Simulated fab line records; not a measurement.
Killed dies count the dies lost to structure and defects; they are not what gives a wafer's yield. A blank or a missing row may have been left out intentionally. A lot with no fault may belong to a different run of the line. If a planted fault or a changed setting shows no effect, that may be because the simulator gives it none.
Which tool is to blame?	flow nand_harc	11 lots with 33 wafers sampled at 5 steps, on a route of 1302 steps

## WHAT THE GAUGES SHOWED, per wafer
NHARC_END_SORT_01. Usual: defect_limited_yield 90.1 %, standard deviation 2.6; killed_at_array 63, standard deviation 17; killed_at_other 0.8, standard deviation 1.1; killed_at_periphery 3.5, standard deviation 3; killed_dies 67, standard deviation 17; killed_open 3.1, standard deviation 1.6; killed_short 2.6, standard deviation 1.4.
lot	measured	on	defect_limited_yield (%)	killed_at_array	killed_at_other	killed_at_periphery	killed_dies	killed_open	killed_short	flag
L302	day 28 20:01	prober-02	89.4 89.2 89.7	68 72 67	0 0 0	4 1 3	72 73 70	5 3 6	2 1 3	
L305	day 30 02:14	prober-01	87.6 0 86.3	64 73 77	3 1 1	17 603 15	84 677 93	0 2 2	0 3 2	OFF
L304	day 30 10:48	prober-01	0 88.2 87.6	80 73 77	3 1 0	594 6 7	677 80 84	2 2 2	4 2 3	OFF
L306	day 30 20:20	prober-02	90.4 0 91.9	61 51 51	2 2 1	2 624 3	65 677 55	5 1 2	2 3 3	OFF

## WHICH TOOL RAN EACH LOT (tool, then ch and the chambers of the sampled wafers, then the start)
lot	NHARC_P_BONDPAD_ETCH_37	NHARC_P_BONDPAD_ETCH_24	NHARC_P_BONDPAD_PVD_17	NHARC_P_BONDPAD_ACTIVATE_29
L294	rie_diel-04 ch 0,3, day 7 18:55	rie_diel-12 ch 2,3, day 7 19:22	pvd_sputter-03, day 7 21:29 or earlier	rie_diel-04 ch 0,1,3, day 7 21:29
L295	rie_diel-12 ch 1,2,3, day 8 06:16	rie_diel-04 ch 2,3, day 8 06:44	pvd_sputter-02, day 8 08:50 or earlier	rie_diel-04 ch 1,2,3, day 8 08:50
L296	rie_diel-12 ch 1,2, day 8 13:32	rie_diel-12 ch 0,1,2, day 8 13:59	pvd_sputter-01, day 8 16:04 or earlier	rie_diel-12 ch 0,1,3, day 8 16:04
L300	rie_diel-04 ch 0,2,3, day 10 21:44	rie_diel-02 ch 0,2,3, day 10 22:11	pvd_sputter-01, day 11 00:16 or earlier	rie_diel-04 ch 0,3, day 11 00:16
L302	rie_diel-12 ch 0,1,3, day 11 04:24	rie_diel-12 ch 1,2,3, day 11 04:51	pvd_sputter-01, day 11 07:08 or earlier	rie_diel-02 ch 0,1,3, day 11 07:08
L305	rie_diel-12 ch 0,2,3, day 12 13:41	rie_diel-12 ch 0,2,3, day 12 14:08	pvd_sputter-03, day 12 16:13 or earlier	rie_diel-02 ch 1,2,3, day 12 16:13
L304	rie_diel-04 ch 0,1, day 12 14:41	rie_diel-12 ch 0,2,3, day 12 15:08	pvd_sputter-02, day 12 17:13 or earlier	rie_diel-02 ch 0,1,3, day 12 17:13
L306	rie_diel-12 ch 0,1, day 12 18:28	rie_diel-12 ch 0,1, day 12 18:55	pvd_sputter-01, day 12 21:01 or earlier	rie_diel-04 ch 0,1,3, day 12 21:01
L308	rie_diel-12 ch 0,1,3, day 13 12:07	rie_diel-04 ch 0,2,3, day 13 12:35	pvd_sputter-03, day 13 14:40 or earlier	rie_diel-04 ch 0,3, day 13 14:40
L313	rie_diel-12 ch 0,1,3, day 15 17:23	rie_diel-04 ch 0,1,3, day 15 17:50	pvd_sputter-01, day 15 19:54 or earlier	rie_diel-02 ch 0,1,3, day 15 19:54
L314	rie_diel-12 ch 0,3, day 16 01:16	rie_diel-12 ch 0,1,3, day 16 01:44	pvd_sputter-03, day 16 03:49 or earlier	rie_diel-12 ch 0,2, day 16 03:49
- NHARC_P_BONDPAD_ETCH_37: etches the open film in N2/H2, target depth 60 nm, overetch 18 nm, time 65.91 s.
- NHARC_P_BONDPAD_ETCH_24: etches the open film in CF4/N2, target depth 30 nm, time 72.99 s.
- NHARC_P_BONDPAD_PVD_17: deposits TaN, target thk 5 nm, time 8.06 s.
- NHARC_P_BONDPAD_ACTIVATE_29: chemistry N2, time 60 s.

## AS READ BY THE TOOLS THEMSELVES (means over the sampled wafers that have a number; for cases with no such wafer, the mark the record gives instead)
NHARC_P_BONDPAD_ETCH_37. Usual: drypump_motor_current_A 5.7 A, standard deviation 0.37; oes_product_au 0.999 a.u., standard deviation 0.01; rf_fwd_power_W 396.4 W, standard deviation 1.5; rf_vpp_V 431.1 V, standard deviation 2.2; showerhead_plenum_p_Torr 2.06 Torr, standard deviation 0.072; throttle_valve_pct 14.173 %, standard deviation 0.0095.
lot	tool	drypump_motor_current_A (A)	oes_product_au (a.u.)	rf_fwd_power_W (W)	rf_vpp_V (V)	showerhead_plenum_p_Torr (Torr)	throttle_valve_pct (%)	flag
L294	rie_diel-04	5.8	0.988	397.4	433.2	2.12	14.182	
L295	rie_diel-12	5.5	1.004	396.0	430.1	2.04	14.174	
L296	rie_diel-12	5.3	1.000	396.5	428.1	1.97	14.178	
L300	rie_diel-04	5.9	0.993	396.7	431.1	2.10	14.168	
L302	rie_diel-12	5.7	0.993	396.5	430.3	2.05	14.173	
L305	rie_diel-12	5.6	1.008	397.6	430.2	2.02	14.171	
L304	rie_diel-04	5.7	1.010	398.3	431.6	2.10	14.175	
L306	rie_diel-12	5.5	0.999	396.6	429.4	2.02	14.177	
L308	rie_diel-12	5.6	1.002	395.1	431.0	2.05	14.173	
L313	rie_diel-12	5.6	1.005	395.1	431.4	2.05	14.182	
L314	rie_diel-12	5.9	1.002	396.9	430.7	2.04	14.171	

NHARC_P_BONDPAD_ETCH_24. Usual: drypump_motor_current_A 5.6 A, standard deviation 0.33; oes_product_au 1.001 a.u., standard deviation 0.011; rf_fwd_power_W 297.8 W, standard deviation 0.96; rf_vpp_V 314.2 V, standard deviation 1.7; showerhead_plenum_p_Torr 2.63 Torr, standard deviation 0.087; throttle_valve_pct 19.795 %, standard deviation 0.0091.
lot	tool	drypump_motor_current_A (A)	oes_product_au (a.u.)	rf_fwd_power_W (W)	rf_vpp_V (V)	showerhead_plenum_p_Torr (Torr)	throttle_valve_pct (%)	flag
L294	rie_diel-12	5.5	1.012	298.7	313.5	2.58	19.794	
L295	rie_diel-04	5.7	0.994	297.3	316.1	2.73	19.796	
L296	rie_diel-12	5.5	1.007	297.4	313.3	2.56	19.796	
L300	rie_diel-02	5.7	1.006	297.5	314.8	2.65	19.796	
L302	rie_diel-12	5.5	0.993	297.0	314.1	2.62	19.796	
L305	rie_diel-12	5.6	0.919	258.2	313.7	2.60	19.796	OFF
L304	rie_diel-12	5.6	0.916	257.6	314.3	2.60	19.795	OFF
L306	rie_diel-12	5.5	0.915	257.3	314.7	2.59	19.800	OFF
L308	rie_diel-04	5.9	1.000	297.8	314.8	2.70	19.795	
L313	rie_diel-04	5.6	0.992	299.0	315.7	2.72	19.800	
L314	rie_diel-12	5.7	1.004	297.0	314.0	2.64	19.794	

NHARC_P_BONDPAD_PVD_17. Usual: bias_v 168.8 V, standard deviation 1.7; throttle_valve_pct 30.4 %, standard deviation 0.79.
lot	tool	bias_v (V)	throttle_valve_pct (%)	flag
L294	pvd_sputter-03	168.8	29.8	
L295	pvd_sputter-02	169.7	31.2	
L296	pvd_sputter-01	168.7	30.9	
L300	pvd_sputter-01	170.1	29.8	
L302	pvd_sputter-01	169.4	30.3	
L305	pvd_sputter-03	169.5	29.6	
L304	pvd_sputter-02	169.4	31.1	
L306	pvd_sputter-01	169.7	30.2	
L308	pvd_sputter-03	169.2	30.0	
L313	pvd_sputter-01	167.5	30.3	
L314	pvd_sputter-03	167.0	29.2	

NHARC_P_BONDPAD_ACTIVATE_29. Usual: drypump_motor_current_A 5.7 A, standard deviation 0.37; oes_product_au 1.000 a.u., standard deviation 0.0086; rf_vpp_V 64.1 V, standard deviation 0.86; showerhead_plenum_p_Torr 1.79 Torr, standard deviation 0.058.
lot	tool	drypump_motor_current_A (A)	oes_product_au (a.u.)	rf_vpp_V (V)	showerhead_plenum_p_Torr (Torr)	flag
L294	rie_diel-04	5.6	0.998	63.7	1.84	
L295	rie_diel-04	5.7	0.993	64.1	1.82	
L296	rie_diel-12	5.7	1.001	64.5	1.78	
L300	rie_diel-04	5.5	0.996	64.8	1.86	
L302	rie_diel-02	5.6	0.998	63.6	1.76	
L305	rie_diel-02	5.5	1.005	63.8	1.76	
L304	rie_diel-02	5.6	1.000	64.4	1.75	
L306	rie_diel-04	5.6	1.005	64.2	1.84	
L308	rie_diel-04	5.5	0.998	64.5	1.86	
L313	rie_diel-02	5.6	0.995	64.0	1.75	
L314	rie_diel-12	5.4	1.008	63.0	1.69	

## THE ANSWER, worked out from the rows above alone
Rule: a lot is off if the mean of its wafers that have a number lies more than 3 standard deviations from the usual mean. A lot without any number at a reading at which 4 lots or more have one is off too. All remaining lots with rows at the step are treated as sound. The gauges are gone through in route order, then the tools' own readings, and for those a lot's mean is taken as printed above. At the first step where some lot is off, the reading lying furthest off is the one used; lots without a number count as furthest.
Off: L305, L304, L306, at NHARC_END_SORT_01 (killed_at_periphery). Neither off nor sound, because the step has no rows for them: L294, L295, L296, L300, L308, L313, L314.
If a tool, at a process step before that reading, ran all the lots that are off and no sound lot after the first of them, it fits. The gauges at NHARC_END_SORT_01 aren't tried: what is off there is off at NHARC_P_BONDPAD_ETCH_24 too, on other tools, and a gauge's error can't cause that. NHARC_P_BONDPAD_PVD_17: start missing for some lots; hours and lot order therefore follow NHARC_P_BONDPAD_ACTIVATE_29. One fits: rie_diel-12 at NHARC_P_BONDPAD_ETCH_24. Its last sound lot is L302 (day 11 04:51), its first lot that is off L305 (day 12 14:08): a fault that began between those two fits.

## WHAT WAS PUT IN BY THE SIMULATOR
rie_diel-12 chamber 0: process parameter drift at NHARC_P_BONDPAD_ETCH_24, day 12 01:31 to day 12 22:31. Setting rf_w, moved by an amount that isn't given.
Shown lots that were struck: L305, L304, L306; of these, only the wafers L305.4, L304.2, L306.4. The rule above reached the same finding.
